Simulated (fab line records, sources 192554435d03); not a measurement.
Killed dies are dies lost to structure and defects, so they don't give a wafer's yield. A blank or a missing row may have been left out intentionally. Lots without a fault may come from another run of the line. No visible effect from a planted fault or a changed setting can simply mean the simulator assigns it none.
Comparing a struck lot with a sound one :: flow n5Finfet :: 14 steps out of a route of 1938
Sound: wafers L527.1, L527.2, L527.4. Struck: wafers L535.2, L535.3, L535.4. The cause is named last.
Per side, at each step with rows, come the tool, then ch with its chambers, and then its first start. Under that, the readings that differ: sound wafers :: struck wafers :: difference of the means :: sigmas: that difference in standard deviations of wafers without a fault.
alike: a reading whose means differ by less than 2 such deviations, as well as words and numbers matching on both sides. not compared: withheld readings; readings where some wafer has no value; bounds like >300 that might hide an equal value; numbers whose values overlap and for which the record gives no deviation.
The two part at a step that has a row with sigmas, a row that says differs or no value, or rows on one side only. Numbers that don't overlap but have no deviation are shown without sigmas and don't part them. Lack of a reading on every wafer of one side parts them only where that side has two or more wafers.

first, 6 steps without rows for these wafers: N5_BEOL_M8_COAT_22 (resist thk 30 nm); N5_BEOL_M8_EBR_24; N5_BEOL_M8_SOFTBAKE_23 (time 60 s); N5_BEOL_M8_EXPOSE_25 (exposes mask V7, target cd 40 nm); N5_BEOL_M8_PEB_26 (peb time 60 s); N5_BEOL_M8_DEVELOP_27 (develop time 30 s).
N5_BEOL_M8_CD_MEAS_28 targets a cd of 40 nm.
  sound on cdSem-02 ch 0, day 12 05:46; struck on cdSem-02 ch 0, day 14 17:28
  alike: cdNm
N5_BEOL_M8_OVL_MEAS_29:
  sound on overlay-01 ch 0, day 12 05:47; struck on overlay-01 ch 0, day 14 17:30
  alike: V7_OVL
N5_BEOL_M8_INSPECT_30: inspects for defects (brightfield).
  sound on defectInspect-02 at day 12 05:50; struck on defectInspect-02 at day 14 17:33
  alike: rawDefectCount
N5_BEOL_M8_DESCUM_33: chemistry O2, time 7 s.
  sound on rieDiel-05 ch 0,2,3, day 12 05:53; struck on rieDiel-05 ch 0,3, day 14 18:04
  alike: biasPowerW, drypumpMotorCurrentA, oesProductAu, rfVppV, showerheadPlenumPTorr, throttleValvePct
  not compared: rfHoursCounterH
N5_BEOL_M8_ETCH_72: etches underlayer in N2/H2, target depth 6.5 nm, time 5.2 s.
  sound on rieDiel-05 ch 0,2,3, day 12 05:55; struck on rieDiel-05 ch 0,3, day 14 18:06
  alike: biasW, drypumpMotorCurrentA, etchRfOnTimeS, oesProductAu, rfVppV, showerheadPlenumPTorr, throttleValvePct
  not compared: rfHoursCounterH
N5_BEOL_M8_ETCH_65: etches SiARC in CF4, target depth 15.6 nm, time 26 s.
  sound on rieDiel-05 ch 0,2,3, day 12 05:56; struck on rieDiel-05 ch 0,3, day 14 18:07
  alike: biasW, drypumpMotorCurrentA, etchRfOnTimeS, oesProductAu, rfVppV, showerheadPlenumPTorr, throttleValvePct
  not compared: rfHoursCounterH
N5_BEOL_M8_ETCH_66: etches SOC in N2/H2, target depth 80 nm, overetch 16 nm, time 120 s.
  sound on rieDiel-05 ch 0,2,3, day 12 05:58; struck on rieDiel-05 ch 0,3, day 14 18:08
reading: biasW (W)
sound: 149.3 149.4 149.6
struck: 115.5 115.9 114.7
difference: -34.1
sigmas: -72

reading: rfVppV (V)
sound: 524.4 524.7 523.0
struck: 442.6 442.8 442.8
difference: -81.3
sigmas: -33

reading: model.SiARC_of_BEOL_M8_COAT_64.thkNm (nm)
sound: 6.4 6.4 6.6
struck: 8 8.2 8
difference: +2
sigmas: 
  alike: drypumpMotorCurrentA, oesProductAu, showerheadPlenumPTorr, throttleValvePct
  not compared: rfHoursCounterH
then, 1 step without rows for these wafers: N5_BEOL_M8_STRIP_69 (strips in N2/H2).

== WHERE THEY PART ==
At N5_BEOL_M8_ETCH_66 and nowhere else, as far as this record goes.

WHY: what had been put in by the simulator
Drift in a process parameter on rieDiel-05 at N5_BEOL_M8_ETCH_66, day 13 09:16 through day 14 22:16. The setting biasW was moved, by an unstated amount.
